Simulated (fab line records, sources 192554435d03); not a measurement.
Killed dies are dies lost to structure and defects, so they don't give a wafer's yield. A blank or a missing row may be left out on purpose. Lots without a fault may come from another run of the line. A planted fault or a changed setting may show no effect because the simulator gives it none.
Split-lot experiment | flow n5_finfet | 7 lots, 21 wafers read, on a route of 1938 steps

THE SPLIT
At N5_DUMMY_GATE_COAT_28 (time 60 s, resist thk 10 nm), the setting spin_rpm was moved away from the recipe's 1500 rpm on 7 of the 21 wafers read, by -7.6% to +8.5%. The other wafers ran this setting at the recipe's value.

The reading is taken at the split's own step.

THE READING
underlayer_of_DUMMY_GATE_COAT_28.thk_nm (the simulator's own value, which no gauge read), in nm, at N5_DUMMY_GATE_COAT_28 (time 60 s, resist thk 10 nm). The file gives no usual value for it.

wafer  | tool, chamber at the split | spin_rpm as run, rpm | against the recipe | underlayer_of_DUMMY_GATE_COAT_28.thk_nm, nm | against lot-mates on the recipe
L083.3 | litho_track-05, 0          | 1500                 | recipe             | 10                                          | -
L083.4 | litho_track-05, 0          | 1500                 | recipe             | 10                                          | -
L083.6 | litho_track-05, 0          | 1500                 | recipe             | 10                                          | -
L089.2 | litho_track-05, 0          | 1592                 | +6.1%              | 9.8                                         | -0.2
L089.5 | litho_track-05, 0          | 1500                 | recipe             | 10                                          | -
L089.6 | litho_track-05, 0          | 1500                 | recipe             | 10                                          | -
L090.1 | litho_track-05, 0          | 1500                 | recipe             | 10                                          | -
L090.2 | litho_track-05, 0          | 1500                 | recipe             | 10                                          | -
L090.6 | litho_track-05, 0          | 1500                 | recipe             | 10                                          | -
L091.2 | litho_track-05, 0          | 1500                 | recipe             | 10                                          | -
L091.5 | litho_track-05, 0          | 1500                 | recipe             | 10                                          | -
L091.4 | litho_track-05, 0          | 1587                 | +5.8%              | 9.8                                         | -0.2
L092.1 | litho_track-05, 0          | 1500                 | recipe             | 10                                          | -
L092.3 | litho_track-05, 0          | 1438                 | -4.1%              | 10.2                                        | +0.2
L092.5 | litho_track-05, 0          | 1438                 | -4.1%              | 10.2                                        | +0.2
L094.2 | litho_track-03, 0          | 1500                 | recipe             | 10                                          | -
L094.4 | litho_track-03, 0          | 1500                 | recipe             | 10                                          | -
L094.6 | litho_track-03, 0          | 1628                 | +8.5%              | 9.6                                         | -0.4
L097.1 | litho_track-05, 0          | 1386                 | -7.6%              | 10.4                                        | +0.4
L097.2 | litho_track-05, 0          | 1386                 | -7.6%              | 10.4                                        | +0.4
L097.4 | litho_track-05, 0          | 1500                 | recipe             | 10                                          | -

THE FIT
A straight line over all 21 wafers: underlayer_of_DUMMY_GATE_COAT_28.thk_nm changes by -0.0459 nm for each +1% of spin_rpm; r = -0.99; the points scatter about the line by 0.026 nm.
The same after taking each lot's own level away (the mean of its wafers on the recipe; 21 wafers): -0.0459 nm for each +1%; r = -0.99; scatter 0.026 nm.
On that fit, the largest move of spin_rpm shifts the reading by 0.39 nm.
The lots' own levels span 10.00 to 10.00 nm.
So the lot-to-lot level changes the slope little: the two slopes agree.
Check: with one of the wafers moved furthest among these (+8.5%) left out of the fit, the line predicts -0.371 nm for it against its lot-mates. It came out at -0.4 nm against them.

OTHER SPLITS ON THESE WAFERS
These wafers also went through other splits before the reading. Each is held against what the fit with the lots' levels taken away leaves over:
other split on the same wafers                    | wafers away from the commonest value | r with underlayer_of_DUMMY_GATE_COAT_28.thk_nm (lot level and that fit taken away)
N5_WELL_APT_PEB_06 peb_time_s                     | 8                                    | -0.30
N5_WELL_APT_DESCUM_13 time_s                      | 6                                    | +0.02
N5_PMOS_HMC_CHANNEL_EPI_PEB_07 peb_temp_c         | 8                                    | -0.35
N5_PMOS_HMC_CHANNEL_EPI_DEVELOP_08 develop_time_s | 10                                   | -0.28
N5_FIN_SAQP_PEB_14 peb_time_s                     | 6                                    | -0.16
N5_FIN_SAQP_MANDREL_ETCH_22 icp_w                 | 8                                    | +0.14
N5_FIN_CUT_EXPOSE_05 dose_mj                      | 5                                    | +0.22

THE FILE'S OWN FIT
underlayer_of_DUMMY_GATE_COAT_28.thk_nm changes by -0.0442 nm for each +1% of spin_rpm, r = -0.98.
